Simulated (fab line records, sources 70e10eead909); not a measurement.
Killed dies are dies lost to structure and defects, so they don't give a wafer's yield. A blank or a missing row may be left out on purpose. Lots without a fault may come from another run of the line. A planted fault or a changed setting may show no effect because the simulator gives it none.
A struck lot beside a sound one | flow nand_harc | 14 steps out of a route of 1302
Sound: wafers L905.2, L905.4, L905.5. Struck: wafers L909.2, L909.3, L909.4. The cause comes at the end.
At each step with rows: each side's tool, then ch and its chambers, then its first start. Under that, the readings that differ: sound wafers | struck wafers | difference of the means | sigmas: that difference in standard deviations of wafers without a fault.
alike: readings whose means differ by less than 2 such deviations, and words and numbers that are the same on both sides. not compared: withheld readings, readings that some wafer has no value for, bounds like >300 that may hide the same value, and numbers for which the record gives no deviation and whose values overlap.
The two part at a step that has a row with sigmas, a row that says differs or no value, or rows on one side only. Numbers that don't overlap but have no deviation are shown without sigmas and don't part them. A reading that every wafer of one side lacks parts them only if that side has two wafers or more.

first, 2 steps without rows for these wafers: NHARC_P_BONDPAD_PRECLEAN_30 (cleans in DIW, time 300 s); NHARC_P_BONDPAD_SRD_31 (time 30 s, dry time 20 s).
NHARC_A_START_INSPECT_01:
  sound on defect_inspect-02, day 11 00:32; struck on defect_inspect-01, day 12 01:22
  alike: raw_defect_count
then, 9 steps without rows for these wafers: NHARC_A_ZERO_WELL_PRECLEAN_00 (cleans in SPM, time 600 s); NHARC_A_ZERO_WELL_SRD_01; NHARC_A_ZERO_WELL_DEHYDRATE_02 (time 120 s); NHARC_A_ZERO_WELL_HMDS_03 (time 30 s); NHARC_A_ZERO_WELL_COAT_18 (time 65 s); NHARC_A_ZERO_WELL_COAT_04 (resist thk 600 nm); NHARC_A_ZERO_WELL_SOFTBAKE_05 (time 70 s); NHARC_A_ZERO_WELL_EBR_06; NHARC_A_ZERO_WELL_EXPOSE_07 (exposes mask A ZERO).
NHARC_A_ZERO_WELL_PEB_08: peb time 80 s.
  sound on litho_track-03 ch 0, day 11 01:17; struck on litho_track-05, day 12 01:59
  no value came back on the struck wafers for chill_plate_temp_C (C), exhaust_pa (Pa); on the sound wafers chill_plate_temp_C (C) reads 23.05 22.94 23.13
then, 1 step without rows for these wafers: NHARC_A_ZERO_WELL_DEVELOP_09 (time 50 s).

WHERE THEY PART
Only at NHARC_A_ZERO_WELL_PEB_08, within this record.

WHY: what the simulator had put in
Skipped step whole: litho_track-05, from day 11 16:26 on, at NHARC_A_ZERO_WELL_PEB_08. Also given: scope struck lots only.
